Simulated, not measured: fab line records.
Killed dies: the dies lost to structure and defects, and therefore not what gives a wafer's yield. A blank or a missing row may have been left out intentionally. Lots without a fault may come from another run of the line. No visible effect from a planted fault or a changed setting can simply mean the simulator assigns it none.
fab line records	flow nand_harc
[record] lots = 12	wafers = 36	last_day = 33
route steps=1302 shown A_CONTACT@1090 A_BLC@1114
lots with no fault: from the same line, run without faults
start_h: hours from the record's opening day to when the first of the lot's shown wafers began	wait_h: time in hours since the lot's previous step	" the same as in the row above	L1.1+2: one row covering several wafers at once	- no value present, or no start provided	* or withheld: withheld	< > ~ a bound
route shown NAME@n: a module of which the file shows steps, and the number in the route of the first	usual: mean/standard deviation taken from wafers without a fault	same: alike in all rows	chamber/n: place in a boat	sites: each site's reading	_std_site: standard deviation of those values	_edge_site: mean of outer sites minus mean of inner sites	radius_mm: for every site, how far away it sits from the centre of the wafer	mask NAME#n: copy n	behind: the last tool/chamber to shape the wafer	hold: why the lot went on hold/how many hours it stayed there/how the hold came to an end	device: the n, p or np transistor that did not switch	end of line: the same wafers' tests at the end of the route	step lacking rows: just its recipe	killed: the dies lost at the first sort to structure and to defects; this is not the yield of the wafer	map: the dies of a wafer, with x for killed, . for not killed, _ for no die there
set.NAME: the run value of the setting; set.NAME@STEP: its run value at that earlier step	model.NAME: the simulator's own value behind a step, which no gauge read
one table for each step of the route and one row for each wafer, over a sample of lots
services: a tool's chamber out of use, with start hour (start_h, from the record's first day; less than 0 if before it), hours out, and reason
[[steps]]
[step NHARC_A_CONTACT_ETCH_138]
[recipe] source_w = withheld	pressure_mtorr = 20	bias_v = 1200	time_s = 311	target_depth_a = 19140	ar_flow_sccm = withheld	c4f8_flow_sccm = withheld	o2_flow_sccm = withheld	chemistry = C4F8/O2/Ar
lot.wafer	tool	chamber	start_h	wait_h	rf_hours_counter_h
L255.1	har_cap_etch-03	0	503.61	0.2	44
L255.3	"	1	"	"	-
L255.5	"	0	"	"	-
L256.2	har_cap_etch-02	0	523.55	0.2	89
L256.4	"	1	"	"	-
L256.3	"	0	"	"	-
L257.1	har_cap_etch-02	0	530.32	0.2	90
L257.4	"	1	"	"	-
L257.3	"	0	"	"	-
L258.2	har_cap_etch-03	1	544.95	0.2	51
L258.6	"	1	"	"	-
L258.5	"	0	"	"	-
L259.1	har_cap_etch-01	1	546.52	0.2	7
L259.2	"	0	"	"	7
L259.3	"	1	"	"	-
L263.2	har_cap_etch-03	1	590.03	0.2	59
L263.3	"	1	"	"	-
L263.6	"	1	"	"	-
L264.4	har_cap_etch-03	1	614.13	0.2	-
L264.3	"	0	"	"	-
L264.5	"	0	"	"	-
L266.2	har_cap_etch-02	1	617.66	0.2	105
L266.1	"	0	"	"	105
L266.6	"	1	"	"	-
L267.1	har_cap_etch-01	1	631.08	0.2	21
L267.2	"	0	"	"	21
L267.5	"	1	"	"	-
L273.1	har_cap_etch-03	1	690.81	0.2	78
L273.3	"	1	"	"	-
L273.6	"	0	"	"	-
L276.1	har_cap_etch-02	1	719.03	0.2	125
L276.2	"	0	"	"	125
L276.3	"	0	"	"	-
L278.1	har_cap_etch-03	0	731.61	0.3	86
L278.4	"	0	"	"	-
L278.5	"	1	"	"	-
[step NHARC_A_CONTACT_ETCH_98]
[recipe] target_depth_a = 200	over_etch_frac = 0.5	time_s = 10	ion_energy_ev = 250	c4f6_flow_sccm = 25	o2_flow_sccm = 20	ar_flow_sccm = 500	rf_w = 600	bias_w = 500	chemistry = C4F6/O2
[usual] c4f6_flow_sccm = 24.99/0.079	drypump_motor_current_A = 5.6/0.56	mfc_ar_sccm = 499.9/1.5	oes_product_au = 0.958/0.017	rf_vpp_V = 548/3.2	showerhead_plenum_p_Torr = 3.96/0.15	throttle_valve_pct = 26.904/0.0096
lot.wafer	tool	chamber	start_h	wait_h	c4f6_flow_sccm	drypump_motor_current_A	mfc_ar_sccm	oes_product_au	rf_hours_counter_h	rf_vpp_V	showerhead_plenum_p_Torr	throttle_valve_pct
L255.1	rie_diel-01	1	-	-	24.96	5.7	500.9	0.980	32	549	4.00	26.903
L255.3	"	2	"	"	25.02	6.5	501.4	0.949	35	546	3.83	26.894
L255.5	"	0	"	"	25.18	5.1	498.5	0.982	-	553	4.13	26.898
L256.2	rie_diel-02	3	-	-	24.90	6.4	499.0	0.932	22	545	3.86	26.902
L256.4	"	0	"	"	24.95	4.9	502.1	0.959	18	547	3.95	26.898
L256.3	"	1	"	"	25.03	5.8	497.5	0.933	17	547	3.90	26.918
L257.1	rie_diel-02	0	531.30	0.2	25.12	4.9	499.6	0.974	20	548	3.95	26.916
L257.3	"	1	"	"	25.07	5.8	500.7	0.972	18	547	3.90	26.906
L257.4	"	1	"	"	24.97	5.8	500.0	0.969	-	547	3.90	26.910
L258.2	rie_diel-01	3	-	-	25.04	5.3	500.1	1.021	55	548	3.95	26.901
L258.5	"	0	"	"	25.10	5.1	499.8	1.017	-	550	4.13	26.913
L258.6	"	1	"	"	25.07	5.7	502.9	0.990	-	548	3.99	26.909
L259.3	rie_diel-01	0	-	-	24.94	5.1	501.0	0.956	51	550	4.12	26.915
L259.2	"	2	"	"	25.11	6.6	501.2	0.953	54	544	3.82	26.905
L259.1	"	3	"	"	25.09	5.3	497.8	0.964	55	548	3.95	26.903
L263.3	rie_diel-02	1	-	-	25.03	5.8	502.6	0.958	1	546	3.89	26.904
L263.2	"	2	"	"	24.90	5.2	500.9	0.943	1	552	4.23	26.894
L263.6	"	1	"	"	25.08	5.8	501.0	0.959	-	545	3.89	26.929
L264.3	rie_diel-02	2	-	-	24.97	5.2	500.4	0.943	8	552	4.22	26.892
L264.4	"	0	"	"	24.96	4.9	501.7	0.957	7	548	3.94	26.891
L264.5	"	1	"	"	25.11	5.8	498.4	0.952	-	547	3.89	26.894
L266.2	rie_diel-02	0	-	-	24.89	4.9	501.2	0.949	7	549	3.94	26.898
L266.1	"	1	"	"	24.99	5.7	498.9	0.954	9	546	3.89	26.903
L266.6	"	0	"	"	24.92	4.9	498.4	0.955	-	548	3.94	26.894
L267.2	rie_diel-02	2	632.08	0.1	25.02	5.2	500.9	0.944	11	551	4.22	26.894
L267.1	"	1	"	"	25.08	5.8	497.8	0.968	12	546	3.89	26.914
L267.5	"	2	"	"	24.93	5.2	501.0	0.941	-	553	4.22	26.906
L273.1	rie_diel-01	2	-	-	25.12	6.5	499.2	0.963	46	545	3.79	26.912
L273.3	"	0	"	"	24.96	5.1	497.6	0.949	34	550	4.10	26.914
L273.6	"	3	"	"	24.84	5.4	496.8	0.953	-	548	3.92	26.903
L276.1	rie_diel-02	0	-	-	24.87	4.9	500.5	0.963	30	548	3.93	26.897
L276.2	"	2	"	"	25.00	5.2	500.0	0.945	32	554	4.21	26.894
L276.3	"	3	"	"	25.09	6.5	498.8	0.958	24	546	3.84	26.896
L278.4	rie_diel-02	1	-	-	25.02	5.8	499.3	0.959	35	548	3.87	26.915
L278.1	"	2	"	"	24.98	5.2	498.4	0.937	34	552	4.21	26.897
L278.5	"	2	"	"	25.01	5.2	498.7	0.934	-	553	4.21	26.904
[step NHARC_A_CONTACT_CD_MEAS_15]
[usual] cd_nm = 189.9/0.71
lot.wafer	tool	chamber	start_h	wait_h	cd_nm
L255.1	cd_sem-03	-	504.66	-	190.3
L255.3	"	-	"	"	190.1
L255.5	"	-	"	"	190.5
L256.2	cd_sem-01	-	524.60	-	190.0
L256.3	"	-	"	"	188.9
L256.4	"	-	"	"	190.1
L257.1	cd_sem-02	-	531.39	-	190.8
L257.3	"	-	"	"	189.4
L257.4	"	-	"	"	189.6
L258.2	cd_sem-01	-	546.00	-	188.9
L258.5	"	-	"	"	189.7
L258.6	"	-	"	"	188.8
L259.1	cd_sem-02	-	547.57	-	189.7
L259.2	"	-	"	"	189.7
L259.3	"	-	"	"	189.9
L263.2	cd_sem-02	-	591.08	-	190.8
L263.3	"	-	"	"	189.8
L263.6	"	-	"	"	189.7
L264.3	cd_sem-03	-	615.09	-	190.1
L264.4	"	-	"	"	190.3
L264.5	"	-	"	"	190.2
L266.1	cd_sem-03	-	618.71	-	189.6
L266.2	"	-	"	"	191.3
L266.6	"	-	"	"	190.0
L267.1	cd_sem-01	-	632.18	-	188.0
L267.2	"	-	"	"	190.3
L267.5	"	-	"	"	188.6
L273.1	cd_sem-03	-	691.86	-	189.7
L273.3	"	-	"	"	191.1
L273.6	"	-	"	"	189.9
L276.1	cd_sem-03	-	720.08	-	191.0
L276.2	"	-	"	"	189.9
L276.3	"	-	"	"	191.2
L278.1	cd_sem-01	-	732.84	-	189.1
L278.4	"	-	"	"	189.9
L278.5	"	-	"	"	191.0
[step NHARC_A_BLC_EXPOSE_07]
[recipe] na = 1.35	target_cd_nm = 100	dose_mj = 67.97	mask_id = A_BLC
[same] na = 1.35
lot.wafer	tool	chamber	start_h	wait_h	mask
L255.1+3+5	arfi_scanner-02	0	507.33	-	A_BLC#0
L256.2+3+4	arfi_scanner-02	0	527.83	-	A_BLC#0
L257.1+3+4	arfi_scanner-01	0	534.48	-	A_BLC#0
L258.2+5+6	arfi_scanner-02	0	548.80	-	A_BLC#0
L259.1+2+3	arfi_scanner-02	0	550.50	-	A_BLC#0
L263.2+3+6	arfi_scanner-01	0	593.77	-	A_BLC#0
L264.3+4+5	arfi_scanner-03	0	617.76	-	A_BLC#0
L266.1+2+6	arfi_scanner-03	0	621.47	-	A_BLC#0
L267.1+2+5	arfi_scanner-03	0	635.10	-	A_BLC#0
L273.1+3+6	arfi_scanner-03	0	695.84	-	A_BLC#0
L276.1+2+3	arfi_scanner-02	0	722.87	-	A_BLC#0
L278.1+4+5	arfi_scanner-01	0	735.64	-	A_BLC#0
[step NHARC_A_BLC_OVL_MEAS_11]
[usual] overlay_x_nm = 0.1/0.69	overlay_y_nm = 0.0/0.86
lot.wafer	tool	chamber	start_h	wait_h	overlay_x_nm	overlay_y_nm
L255.1	overlay-02	-	507.56	-	-1.1	-1.5
L255.3	"	-	"	"	-0.9	-1.7
L255.5	"	-	"	"	-1.0	-1.6
L256.2	overlay-01	-	528.05	-	-0.3	-0.2
L256.3	"	-	"	"	-0.2	0.2
L256.4	"	-	"	"	-0.1	0.6
L257.1	overlay-02	-	534.70	-	0.5	1.0
L257.3	"	-	"	"	0.5	1.4
L257.4	"	-	"	"	1.2	1.1
L258.2	overlay-01	-	549.02	-	0.4	0.0
L258.5	"	-	"	"	0.1	0.6
L258.6	"	-	"	"	0.2	-0.1
L259.1	overlay-02	-	550.72	-	0.2	0.6
L259.2	"	-	"	"	0.8	0.9
L259.3	"	-	"	"	0.6	0.4
L263.2	overlay-01	-	593.99	-	0.0	-0.4
L263.3	"	-	"	"	0.8	-0.4
L263.6	"	-	"	"	0.7	-0.8
L264.3	overlay-01	-	617.98	-	0.0	-0.1
L264.4	"	-	"	"	0.0	-0.5
L264.5	"	-	"	"	-0.3	-0.6
L266.1	overlay-01	-	621.70	-	0.8	-0.8
L266.2	"	-	"	"	0.7	-0.8
L266.6	"	-	"	"	0.8	-1.0
L267.1	overlay-02	-	635.33	-	4.3	0.7
L267.2	"	-	"	"	4.2	0.4
L267.5	"	-	"	"	4.4	0.9
L273.1	overlay-02	-	696.07	-	3.7	-1.3
L273.3	"	-	"	"	3.9	-0.8
L273.6	"	-	"	"	3.7	-0.3
L276.1	overlay-02	-	723.10	-	-0.2	1.0
L276.2	"	-	"	"	0.0	1.1
L276.3	"	-	"	"	-0.2	0.9
L278.1	overlay-02	-	735.87	-	-0.3	0.3
L278.4	"	-	"	"	0.3	-0.2
L278.5	"	-	"	"	0.4	-0.1
[[services]]
tool	chamber	start_h	hours	kind
rie_diel-02	1	480.12	4.6	repair
arfi_scanner-02	-	484.00	4.0	pm
rie_diel-02	1	487.23	6.2	repair
arfi_scanner-03	-	497.73	0.3	repair
arfi_scanner-03	-	504.87	4.0	pm
rie_diel-02	3	524.81	10.6	repair
arfi_scanner-03	-	540.07	5.2	repair
rie_diel-02	2	547.21	2.3	repair
arfi_scanner-02	-	552.22	0.7	repair
arfi_scanner-03	-	552.60	2.4	repair
rie_diel-01	-	559.24	9.0	pm
rie_diel-02	-	570.71	9.0	pm
arfi_scanner-02	-	593.78	0.5	repair
rie_diel-02	-	599.33	2.7	repair
rie_diel-01	1	618.38	3.1	repair
rie_diel-02	3	624.85	8.1	repair
rie_diel-01	0	644.13	5.0	repair
rie_diel-01	-	644.34	1.1	repair
arfi_scanner-02	-	656.00	4.0	pm
arfi_scanner-03	-	676.87	4.0	pm
rie_diel-01	-	688.31	0.2	repair
rie_diel-02	3	699.41	8.9	repair
rie_diel-01	1	719.15	9.2	repair
arfi_scanner-02	-	726.57	1.0	repair
[[key]]
[first_sign] step = NHARC_A_BLC_OVL_MEAS_11	reading = overlay_x_nm	direction = up	sigmas = 5.7	usual = 0.1	struck = 4.0
effect none on later readings
met_at NHARC_A_BLC_EXPOSE_07
struck_lots L267,L273
tester_left_out L267,L273
not_acting_at NHARC_A_CONTACT_ETCH_138,NHARC_A_CONTACT_ETCH_98,NHARC_A_CONTACT_CD_MEAS_15
onset_between 621.47 635.10
[fault] kind = scanner_matching_overlay	tool = arfi_scanner-03	chamber = -	onset_h = 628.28	steps = NHARC_A_BLC_EXPOSE_07	offset = 4.3398
// tester_left_out: of these lots the tester's yield and bins aren't shown, on N5 and GAA mostly nor the transistor test; their killed dies are dies lost to structure and defects alone, not to doping, threshold or leakage, so they don't give the yield
